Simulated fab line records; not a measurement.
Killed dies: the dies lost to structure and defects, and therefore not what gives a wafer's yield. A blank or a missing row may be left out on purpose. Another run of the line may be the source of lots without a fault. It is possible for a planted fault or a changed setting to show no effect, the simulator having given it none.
Split-lot trial | flow n5Finfet | route with 1938 steps; 7 lots, 21 wafers read

== SPLIT DETAILS ==
At N5_BEOL_M0_SAQP_COAT_105 (time 60 s, resist thk 100 nm), the setting spinRpm was moved away from the recipe's 1500 rpm on 6 of the 21 wafers read, by +5.7% to +10.2%. The other wafers ran this setting at the recipe's value.

The reading is taken at the split's own step.

== THE READING ==
SOC_of_BEOL_M0_SAQP_COAT_105.thkNm (the simulator's own value, which no gauge read), in nm, at N5_BEOL_M0_SAQP_COAT_105 (time 60 s, resist thk 100 nm). There is no usual value for it anywhere in the file. Across the 15 wafers here that went through the recipe, the average is 100.0 nm and the standard deviation 0.36 nm.

wafer  | tool, chamber at the split | spinRpm as run, rpm | against the recipe | SOC_of_BEOL_M0_SAQP_COAT_105.thkNm, nm | against lot-mates on the recipe
L076.1 | lithoTrack-05, 0           | 1585                | +5.7%              | 97.2                                   | -2.6
L076.4 | lithoTrack-05, 0           | 1585                | +5.7%              | 96.8                                   | -3.0
L076.6 | lithoTrack-05, 0           | 1500                | recipe             | 99.8                                   | -
L079.2 | lithoTrack-03, 0           | 1646                | +9.7%              | 96.2                                   | -4.5
L079.3 | lithoTrack-03, 0           | 1500                | recipe             | 100.8                                  | -
L079.6 | lithoTrack-03, 0           | 1500                | recipe             | 100.6                                  | -
L081.3 | lithoTrack-03, 0           | 1500                | recipe             | 100.4                                  | -
L081.4 | lithoTrack-03, 0           | 1500                | recipe             | 100.2                                  | -
L081.5 | lithoTrack-03, 0           | 1653                | +10.2%             | 95.6                                   | -4.7
L083.1 | lithoTrack-03, 0           | 1625                | +8.3%              | 96.4                                   | -3.8
L083.3 | lithoTrack-03, 0           | 1625                | +8.3%              | 96.2                                   | -4.0
L083.6 | lithoTrack-03, 0           | 1500                | recipe             | 100.2                                  | -
L086.1 | lithoTrack-05, 0           | 1500                | recipe             | 99.6                                   | -
L086.2 | lithoTrack-05, 0           | 1500                | recipe             | 99.8                                   | -
L086.3 | lithoTrack-05, 0           | 1500                | recipe             | 99.8                                   | -
L088.4 | lithoTrack-05, 0           | 1500                | recipe             | 100                                    | -
L088.5 | lithoTrack-05, 0           | 1500                | recipe             | 99.4                                   | -
L088.6 | lithoTrack-05, 0           | 1500                | recipe             | 99.8                                   | -
L089.1 | lithoTrack-03, 0           | 1500                | recipe             | 100                                    | -
L089.2 | lithoTrack-03, 0           | 1500                | recipe             | 100                                    | -
L089.6 | lithoTrack-03, 0           | 1500                | recipe             | 99.8                                   | -

FIT RESULTS
A straight line over all 21 wafers: SOC_of_BEOL_M0_SAQP_COAT_105.thkNm changes by -0.44 nm for each +1% of spinRpm; r = -0.98; the points scatter about the line by 0.38 nm.
The same after taking each lot's own level away (the mean of its wafers on the recipe; 21 wafers): -0.468 nm for each +1%; r = -1.00; scatter 0.15 nm.
According to that fit, moving spinRpm by its largest amount changes the reading by 4.8 nm.
From 99.73 to 100.70 nm: that is the span of the lots' own levels, equal to 2.7 times the standard deviation above.
Hence the lot-to-lot level has little effect on the slope; both slopes agree.
Check: with one of the wafers moved furthest among these (+10.2%) left out of the fit, the line predicts -4.81 nm for it against its lot-mates. It came out at -4.7 nm against them.

== FURTHER SPLITS ON THESE WAFERS ==
These wafers also went through other splits before the reading. Each is held against what the fit with the lots' levels taken away leaves over:
other split on the same wafers          | wafers away from the commonest value | r with SOC_of_BEOL_M0_SAQP_COAT_105.thkNm (lot level and that fit taken away)
N5_SDB_COAT_03 spinRpm                  | 6                                    | +0.04
N5_GATE_CUT_CUT_ETCH_53 icpW            | 9                                    | -0.11
N5_GATE_CUT_ALD_22 aldCycles            | 9                                    | +0.19
N5_MOL_CONTACT_COAG_CMP_23 downForcePsi | 8                                    | +0.03
N5_MOL_CONTACT_COAG_ETCH_91 timeS       | 7                                    | +0.19
N5_MOL_CONTACT_COAG_ETCHBACK_135 timeS  | 5                                    | -0.18

== THE FILE'S OWN FIT ==
SOC_of_BEOL_M0_SAQP_COAT_105.thkNm changes by -0.467 nm for each +1% of spinRpm, r = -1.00.
